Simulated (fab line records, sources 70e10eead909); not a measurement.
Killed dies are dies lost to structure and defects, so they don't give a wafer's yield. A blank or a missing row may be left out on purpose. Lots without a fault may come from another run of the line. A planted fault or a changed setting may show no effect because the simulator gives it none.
fab line records | flow nand_harc
record lots=7 wafers=18 last_day=32
route steps=1302 shown A_DECK1_JOINT@539 A_ONON_D2@545 END@1302
lots that met no fault: from a run of the same line without faults
start_h: hours from the record's first day to the start of the lot's first wafer shown | wait_h: hours since the lot's step before | " the same as in the row above | L1.1+2: a row that stands for several wafers | - no value, or no start given | * or withheld: withheld | < > ~ a bound
route shown NAME@n: a module of which the file shows steps, and the number in the route of the first | usual: mean/standard deviation of fault-free wafers | same: alike in all rows | chamber/n: place in a boat | sites: the reading at each site | _std_site: their standard deviation | _edge_site: outer sites' mean less inner sites' | radius_mm: how far each site lies from the wafer's centre | mask NAME#n: copy n | behind: the tool/chamber that last shaped the wafer | hold: why the lot was held/for how many hours/how that ended | device: the transistor (n, p or np) that didn't switch | end of line: the same wafers' tests at the end of the route | a step without rows: its recipe alone | killed: dies lost to structure and defects at the first sort, not the wafer's yield | map: a wafer's dies, x killed, . not, _ none there
set.NAME: the setting as run; set.NAME@STEP: as run at that earlier step | model.NAME: the simulator's own value behind a step, which no gauge read
lots at some steps of the route; a table a step, a row a wafer
services: from which hour (start_h, from the record's first day; less than 0 if before it) a tool's chamber was out of use, for how many hours, and why
## steps
# step NHARC_A_DECK1_JOINT_CMP_02
# recipe material=SiOx
# usual edge_zone_pressure_frac=1.000/0.005 motor_current_A=12.3/1 slurry_filter_dp_kPa=13.48/0.14
# columns lot.wafer tool chamber start_h wait_h edge_zone_pressure_frac motor_current_A slurry_filter_dp_kPa
L176.2 cmp-02 2 296.90 0.4 1.002 12.9 13.64
L176.1 " 3 " " 1.000 11.4 13.43
L176.4 " 0 " " 0.995 13.8 13.41
L182.4 cmp-02 1 351.13 0.4 0.998 11.8 13.45
L182.2 " 2 " " 0.996 12.7 13.58
L182.5 " 1 " " 1.002 12.9 13.35
L188.3 cmp-02 0 419.72 0.4 1.007 13.2 13.42
L188.1 " 2 " " 1.011 12.6 13.39
L189.4 cmp-04 3 419.72 0.4 0.997 11.9 13.29
L189.6 " 3 " " 0.997 12.5 13.45
L189.5 " 0 " " 0.996 10.5 13.53
L191.1 cmp-03 0 448.28 0.4 1.001 14.4 13.22
L191.3 " 2 " " 1.004 11.7 13.43
L192.3 cmp-03 3 455.14 0.4 1.005 10.8 13.54
L192.4 " 1 " " 0.987 12.5 13.73
L193.3 cmp-04 3 455.17 0.4 0.997 12.3 13.57
L193.4 " 0 " " 1.004 10.8 13.65
L193.6 " 2 " " 0.991 14.4 13.47
# step NHARC_A_DECK1_JOINT_SRD_15
# step NHARC_A_DECK1_JOINT_DEP_16
# recipe target_thk_a=450 temp_c=400 pressure_torr=6.5 rf_w=900 teos_flow_sccm=161.4 flow_sccm=2650 target_thk_nm=45 gas=O2 material=SiO2
# usual heater_power_w=580/100 throttle_valve_pct=16.1/0.59
# columns lot.wafer tool chamber start_h wait_h heater_power_w throttle_valve_pct
L176.2 pecvd-03 1 297.40 0.2 434 17.1
L176.1 " 2 " " 678 16.9
L176.4 " 0 " " 677 15.3
L182.2 pecvd-02 0 351.54 0.1 569 15.2
L182.4 " 1 " " 609 15.3
L182.5 " 2 " " 599 16.6
L188.3 pecvd-04 2 420.11 0.1 683 16.0
L188.1 " 0 " " 671 16.2
L189.4 pecvd-04 2 420.37 0.3 659 15.8
L189.6 " 0 " " 561 16.2
L189.5 " 1 " " 569 16.2
L191.3 pecvd-03 1 448.65 0.1 361 17.1
L191.1 " 0 " " 547 15.1
L192.3 pecvd-02 1 455.58 0.1 633 15.6
L192.4 " 1 " " 645 15.6
L193.3 pecvd-03 1 455.79 0.4 333 17.1
L193.4 " 2 " " 591 16.9
L193.6 " 2 " " 618 16.7
# step NHARC_A_DECK1_JOINT_THK_MEAS_17
# recipe thk_meas_gauge=ellipsometry
# usual thk_nm=44.8/1.1
# columns lot.wafer tool chamber start_h wait_h thk_nm
L176.1 film_metro-02 - 297.65 0.2 44.9
L176.2 " - " " 43.3
L176.4 " - " " 45.6
L182.2 film_metro-01 - 351.82 0.3 44.0
L182.4 " - " " 43.2
L182.5 " - " " 42.8
L188.1 film_metro-01 - 420.39 0.2 45.5
L188.3 " - " " 43.4
L189.4 film_metro-01 - 420.56 0.2 45.4
L189.5 " - " " 45.5
L189.6 " - " " 43.7
L191.1 film_metro-01 - 448.93 0.2 44.5
L191.3 " - " " 45.4
L192.3 film_metro-02 - 455.86 0.3 44.2
L192.4 " - " " 44.6
L193.3 film_metro-01 - 456.07 0.2 45.5
L193.4 " - " " 46.2
L193.6 " - " " 45.0
# step NHARC_A_DECK1_JOINT_INSPECT_05
# usual raw_defect_count=313/110
# columns lot.wafer tool chamber start_h wait_h raw_defect_count
L176.1 defect_inspect-02 - 297.69 0.0 328
L176.2 " - " " 275
L176.4 " - " " 364
L182.2 defect_inspect-01 - 351.86 0.0 184
L182.4 " - " " 284
L182.5 " - " " 260
L188.1 defect_inspect-01 - 420.43 0.0 171
L188.3 " - " " 208
L189.4 defect_inspect-01 - 420.60 0.0 423
L189.5 " - " " 431
L189.6 " - " " 312
L191.1 defect_inspect-01 - 448.96 0.0 471
L191.3 " - " " 340
L192.3 defect_inspect-02 - 455.89 0.0 389
L192.4 " - " " 354
L193.3 defect_inspect-02 - 456.11 0.0 247
L193.4 " - " " 237
L193.6 " - " " 183
# step NHARC_A_ONON_D2_DEP_00
# recipe target_thk_a=10000 n2_flow_sccm=2750 n2o_flow_sccm=2000 nh3_flow_sccm=500 sih4_flow_sccm=210 temp_c=400
# step NHARC_A_ONON_D2_THK_MEAS_02
# recipe thk_meas_gauge=ellipsometry
# usual thk_nm=1000/8.2
# columns lot.wafer tool chamber start_h wait_h thk_nm
L176.1 film_metro-02 - 298.27 - 990
L176.2 " - " " 991
L176.4 " - " " 992
L182.2 film_metro-02 - 352.46 - 990
L182.4 " - " " 989
L182.5 " - " " 990
L188.1 film_metro-01 - 421.00 - 1009
L188.3 " - " " 1008
L189.4 film_metro-01 - 421.24 - 1002
L189.5 " - " " 1002
L189.6 " - " " 1002
L191.1 film_metro-01 - 449.54 - 1006
L191.3 " - " " 1006
L192.3 film_metro-01 - 456.48 - 995
L192.4 " - " " 995
L193.3 film_metro-01 - 456.68 - 995
L193.4 " - " " 994
L193.6 " - " " 995
# step NHARC_A_ONON_D2_DEP_03
# recipe target_thk_a=10000 n2_flow_sccm=2750 n2o_flow_sccm=2000 nh3_flow_sccm=500 sih4_flow_sccm=210 temp_c=400
# step NHARC_A_ONON_D2_THK_MEAS_05
# recipe thk_meas_gauge=ellipsometry
# usual thk_nm=1002/6.5
# columns lot.wafer tool chamber start_h wait_h thk_nm
L176.1 film_metro-01 - 298.84 - 1005
L176.2 " - " " 1005
L176.4 " - " " 1005
L182.2 film_metro-01 - 353.05 - 1014
L182.4 " - " " 1014
L182.5 " - " " 1013
L188.1 film_metro-01 - 421.56 - 993
L188.3 " - " " 991
L189.4 film_metro-01 - 421.80 - 989
L189.5 " - " " 987
L189.6 " - " " 989
L191.1 film_metro-02 - 450.11 - 987
L191.3 " - " " 988
L192.3 film_metro-01 - 457.04 - 1005
L192.4 " - " " 1004
L193.3 film_metro-01 - 457.24 - 1006
L193.4 " - " " 1007
L193.6 " - " " 1007
# step NHARC_A_ONON_D2_DEP_06
# recipe target_thk_a=10000 n2_flow_sccm=2750 n2o_flow_sccm=2000 nh3_flow_sccm=500 sih4_flow_sccm=210 temp_c=400
# step NHARC_A_ONON_D2_THK_MEAS_08
# recipe thk_meas_gauge=ellipsometry
# usual thk_nm=999/9.4
# columns lot.wafer tool chamber start_h wait_h thk_nm
L176.1 film_metro-02 - 299.41 - 1007
L176.2 " - " " 1005
L176.4 " - " " 1008
L182.2 film_metro-01 - 353.62 - 988
L182.4 " - " " 990
L182.5 " - " " 987
L188.1 film_metro-01 - 422.14 - 988
L188.3 " - " " 987
L189.4 film_metro-01 - 422.37 - 998
L189.5 " - " " 999
L189.6 " - " " 1001
L191.1 film_metro-01 - 450.68 - 991
L191.3 " - " " 992
L192.3 film_metro-01 - 457.60 - 984
L192.4 " - " " 985
L193.3 film_metro-01 - 457.81 - 1003
L193.4 " - " " 1001
L193.6 " - " " 1003
# step NHARC_A_ONON_D2_DEP_09
# recipe target_thk_a=10000 n2_flow_sccm=2750 n2o_flow_sccm=2000 nh3_flow_sccm=500 sih4_flow_sccm=210 temp_c=400
# columns lot.wafer tool chamber start_h wait_h
L176.1+2+4 pecvd_onon-03 0 299.47 0.1
L182.2+4+5 pecvd_onon-03 0 353.73 0.1
L188.1+3 pecvd_onon-03 0 422.19 0.1
L189.4+5+6 pecvd_onon-02 0 422.60 0.2
L191.1+3 pecvd_onon-03 0 450.73 0.1
L192.3+4 pecvd_onon-03 0 457.78 0.2
L193.3+4+6 pecvd_onon-02 0 457.98 0.2
# step NHARC_A_ONON_D2_THK_MEAS_11
# recipe thk_meas_gauge=ellipsometry
# usual thk_nm=1002/12
# columns lot.wafer tool chamber start_h wait_h thk_nm
L176.1 film_metro-01 - 299.98 - 1003
L176.2 " - " " 1004
L176.4 " - " " 1004
L182.2 film_metro-01 - 354.18 - 998
L182.4 " - " " 1000
L182.5 " - " " 997
L188.1 film_metro-01 - 422.70 - 1142
L188.3 " - " " 1141
L189.4 film_metro-01 - 422.94 - 985
L189.5 " - " " 983
L189.6 " - " " 982
L191.1 film_metro-01 - 451.24 - 1139
L191.3 " - " " 1139
L192.3 film_metro-01 - 458.17 - 1136
L192.4 " - " " 999
L193.3 film_metro-01 - 458.37 - 987
L193.4 " - " " 987
L193.6 " - " " 988
# step NHARC_A_ONON_D2_DEP_12
# recipe target_thk_a=10000 n2_flow_sccm=2750 n2o_flow_sccm=2000 nh3_flow_sccm=500 sih4_flow_sccm=210 temp_c=400
# step NHARC_END_SORT_01
# recipe temp_c=25
# usual killed_at_array=53/19 killed_at_other=0.8/1.2 killed_at_periphery=3.7/2.3 killed_dies=57/19 killed_open=3.2/1.7 killed_short=2.6/1.8
# same gross_dies=677
# columns lot.wafer tool chamber start_h wait_h killed_at_array killed_at_other killed_at_periphery killed_dies killed_open killed_short
L176.1 prober-01 0 587.44 2.5 37 0 2 39 6 1
L176.2 prober-01 0 588.23 2.8 56 0 2 58 1 4
L176.4 prober-01 0 589.80 3.3 56 1 3 60 3 4
L188.1 prober-01 0 724.43 2.5 674 0 3 677 2 1
L188.3 prober-01 0 726.02 3.1 670 1 6 677 4 2
L192.3 prober-01 0 763.15 3.1 676 0 1 677 0 5
L191.1 prober-02 0 766.25 2.5 676 0 1 677 4 5
L191.3 prober-02 0 767.89 3.1 672 1 4 677 2 5
L193.3 prober-01 0 773.02 3.1 36 0 6 42 6 3
L193.6 prober-01 0 775.41 4.0 42 2 3 47 5 4
# killed by level:class
L176.1 A_SLIT:chamber_film_flake=13 A_CHANNEL_HOLE_D2:chamber_film_flake=6 A_STAIRCASE:chamber_film_flake=5 A_CONTACT:chamber_film_flake=5 A_ONON_D1:geometric_particle:open=2 A_CHANNEL_HOLE_D1:chamber_film_flake=2 P_CONTACT:geometric_particle:open=1 A_CHANNEL_FILL_D1:geometric_particle:open=1
L176.2 A_SLIT:chamber_film_flake=25 A_STAIRCASE:chamber_film_flake=10 A_CONTACT:chamber_film_flake=7 A_CHANNEL_HOLE_D2:chamber_film_flake=7 A_ONON_D1:geometric_particle:short=1 A_CHANNEL_FILL_D1:geometric_particle:short=1 A_CHANNEL_FILL_D2:geometric_particle:short=1 A_CHANNEL_FILL_D2:geometric_particle:open=1
L176.4 A_SLIT:chamber_film_flake=25 A_CHANNEL_HOLE_D2:chamber_film_flake=10 A_CONTACT:chamber_film_flake=9 A_STAIRCASE:chamber_film_flake=4 A_WL_FILL:geometric_particle:short=2 A_CHANNEL_HOLE_D1:chamber_film_flake=2 A_SGD_CUT:chamber_film_flake=2 P_GATE:geometric_particle:open=1
L188.1 A_ONON_D2:area_dep=653 A_CONTACT:chamber_film_flake=6 A_CHANNEL_HOLE_D1:chamber_film_flake=3 A_STAIRCASE:chamber_film_flake=3 A_SLIT:chamber_film_flake=3 P_M0:chamber_film_flake=2 A_WL_FILL:chamber_film_flake=2 P_M0:geometric_particle:open=1
L188.3 A_ONON_D2:area_dep=655 A_CHANNEL_HOLE_D1:chamber_film_flake=4 P_ZERO_WELL:chamber_film_flake=3 A_M0:geometric_particle:open=2 P_STI:chamber_film_flake=2 A_SLIT:chamber_film_flake=2 A_CONTACT:chamber_film_flake=2 P_STI:geometric_particle:short=1
L192.3 A_ONON_D2:area_dep=624 A_CHANNEL_HOLE_D2:chamber_film_flake=20 A_CHANNEL_HOLE_D1:chamber_film_flake=17 A_STAIRCASE:chamber_film_flake=3 A_CONTACT:chamber_film_flake=3 A_M0:geometric_particle:short=2 A_M1:geometric_particle:short=2 A_SLIT:chamber_film_flake=2
L191.1 A_ONON_D2:area_dep=618 A_CHANNEL_HOLE_D1:chamber_film_flake=31 A_SLIT:chamber_film_flake=6 A_STAIRCASE:chamber_film_flake=4 A_CONTACT:chamber_film_flake=4 A_WL_FILL:chamber_film_flake=3 A_WL_FILL:geometric_particle:short=2 P_CONTACT:geometric_particle:open=1
L191.3 A_ONON_D2:area_dep=608 A_CHANNEL_HOLE_D1:chamber_film_flake=40 A_CONTACT:chamber_film_flake=8 A_WL_FILL:chamber_film_flake=5 A_SLIT:chamber_film_flake=3 A_CHANNEL_HOLE_D1:geometric_particle:short=2 P_GATE:chamber_film_flake=2 A_STAIRCASE:chamber_film_flake=2
L193.3 A_CHANNEL_HOLE_D1:chamber_film_flake=11 A_SLIT:chamber_film_flake=11 A_STAIRCASE:chamber_film_flake=6 A_ONON_D2:geometric_particle:short=2 P_CONTACT:chamber_film_flake=2 P_M2:chamber_film_flake=2 P_CONTACT:geometric_particle:open=1 P_M1:geometric_particle:open=1
L193.6 A_CHANNEL_HOLE_D1:chamber_film_flake=10 A_STAIRCASE:chamber_film_flake=9 A_SLIT:chamber_film_flake=5 A_CONTACT:chamber_film_flake=5 A_WL_FILL:chamber_film_flake=4 A_CHANNEL_FILL_D1:geometric_particle:open=2 A_CHANNEL_HOLE_D2:chamber_film_flake=2 THIN_TSV:chamber_film_flake=2
# map L188.1 (x killed, . not)
____________x____________
_________xxxxxxx_________
_______xxxxxxxxxxx_______
______xxxxxxxxxxxxx______
_____xxxxxxxxxxxxxxx_____
____xxxxxxxxxxxxxxxxx____
____xxxxxxxxxxxxxxxxx____
___xxxxxxxxxxxxxxxxxxx___
___xxxxxxxxxxxxxxxxxxx___
__xxxxxxxxxxxxxxxxxxxxx__
__xxxxxxxxxxxxxxxxxxxxx__
_xxxxxxxxxxxxxxxxxxxxxxx_
_xxxxxxxxxxxxxxxxxxxxxxx_
_xxxxxxxxxxxxxxxxxxxxxxx_
_xxxxxxxxxxxxxxxxxxxxxxx_
_xxxxxxxxxxxxxxxxxxxxxxx_
xxxxxxxxxxxxxxxxxxxxxxxxx
xxxxxxxxxxxxxxxxxxxxxxxxx
xxxxxxxxxxxxxxxxxxxxxxxxx
xxxxxxxxxxxxxxxxxxxxxxxxx
xxxxxxxxxxxxxxxxxxxxxxxxx
_xxxxxxxxxxxxxxxxxxxxxxx_
_xxxxxxxxxxxxxxxxxxxxxxx_
_xxxxxxxxxxxxxxxxxxxxxxx_
_xxxxxxxxxxxxxxxxxxxxxxx_
_xxxxxxxxxxxxxxxxxxxxxxx_
__xxxxxxxxxxxxxxxxxxxxx__
__xxxxxxxxxxxxxxxxxxxxx__
___xxxxxxxxxxxxxxxxxxx___
___xxxxxxxxxxxxxxxxxxx___
____xxxxxxxxxxxxxxxxx____
____xxxxxxxxxxxxxxxxx____
_____xxxxxxxxxxxxxxx_____
______xxxxxxxxxxxxx______
_______xxxxxxxxxxx_______
_________xxxxxxx_________
____________x____________
# map L191.1 (x killed, . not)
____________x____________
_________xxxxxxx_________
_______xxxxxxxxxxx_______
______xxxxxxxxxxxxx______
_____xxxxxxxxxxxxxxx_____
____xxxxxxxxxxxxxxxxx____
____xxxxxxxxxxxxxxxxx____
___xxxxxxxxxxxxxxxxxxx___
___xxxxxxxxxxxxxxxxxxx___
__xxxxxxxxxxxxxxxxxxxxx__
__xxxxxxxxxxxxxxxxxxxxx__
_xxxxxxxxxxxxxxxxxxxxxxx_
_xxxxxxxxxxxxxxxxxxxxxxx_
_xxxxxxxxxxxxxxxxxxxxxxx_
_xxxxxxxxxxxxxxxxxxxxxxx_
_xxxxxxxxxxxxxxxxxxxxxxx_
xxxxxxxxxxxxxxxxxxxxxxxxx
xxxxxxxxxxxxxxxxxxxxxxxxx
xxxxxxxxxxxxxxxxxxxxxxxxx
xxxxxxxxxxxxxxxxxxxxxxxxx
xxxxxxxxxxxxxxxxxxxxxxxxx
_xxxxxxxxxxxxxxxxxxxxxxx_
_xxxxxxxxxxxxxxxxxxxxxxx_
_xxxxxxxxxxxxxxxxxxxxxxx_
_xxxxxxxxxxxxxxxxxxxxxxx_
_xxxxxxxxxxxxxxxxxxxxxxx_
__xxxxxxxxxxxxxxxxxxxxx__
__xxxxxxxxxxxxxxxxxxxxx__
___xxxxxxxxxxxxxxxxxxx___
___xxxxxxxxxxxxxxxxxxx___
____xxxxxxxxxxxxxxxxx____
____xxxxxxxxxxxxxxxxx____
_____xxxxxxxxxxxxxxx_____
______xxxxxxxxxxxxx______
_______xxxxxxxxxxx_______
_________xxxxxxx_________
____________x____________
## services
# columns tool chamber start_h hours kind
cmp-03 - 275.97 0.8 repair
cmp-04 - 298.32 2.3 repair
cmp-02 - 302.85 4.0 repair
cmp-03 - 304.04 6.1 repair
cmp-04 - 307.04 4.0 pm
pecvd-04 - 321.99 1.5 repair
cmp-02 - 330.64 4.0 pm
cmp-04 - 344.96 2.4 repair
cmp-02 - 353.72 6.2 repair
cmp-03 - 354.93 3.0 repair
pecvd-02 - 360.07 1.2 repair
cmp-03 - 361.57 4.0 pm
pecvd-03 - 366.00 13.0 pm
pecvd_onon-02 - 366.00 13.0 pm
cmp-03 - 366.37 6.1 repair
cmp-04 - 388.15 2.9 repair
cmp-04 - 402.52 1.7 repair
cmp-04 - 405.04 4.0 pm
pecvd-02 - 408.17 13.0 pm
pecvd_onon-03 - 408.19 13.0 pm
cmp-02 - 413.93 0.8 repair
cmp-02 - 428.64 4.0 pm
pecvd-04 - 450.48 13.0 pm
pecvd-03 0 454.19 3.5 repair
## key
first_sign step=NHARC_A_ONON_D2_THK_MEAS_11 reading=thk_nm direction=up sigmas=12 usual=1002 struck=1139
effect step=NHARC_END_SORT_01 reading=killed_dies direction=up sigmas=32 usual=57 struck=677
more_kills_born_at NHARC_A_ONON_D2_DEP_09@pecvd_onon-03=3158
met_at NHARC_A_ONON_D2_DEP_09
struck_wafers L188.1,L188.3,L191.1,L191.3,L192.3
later_rows_left_out L188.1,L188.3,L191.1,L191.3,L192.3
tester_left_out L188,L191,L192
onset_between 353.73 422.19
fault kind=process_parameter_drift tool=pecvd_onon-03 chamber=- onset_h=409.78 steps=NHARC_A_ONON_D2_DEP_09 channel=target_thk_a offset=* shape=step end_h=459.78 scope=struck_wafers_only acts_in=* stated=*
# tester_left_out: of these lots the tester's yield and bins aren't shown, on N5 and GAA mostly nor the transistor test; their killed dies are dies lost to structure and defects alone, not to doping, threshold or leakage, so they don't give the yield
# later_rows_left_out: the simulator's readings of these wafers behind a module that went badly wrong aren't trusted and aren't shown, but for the sort
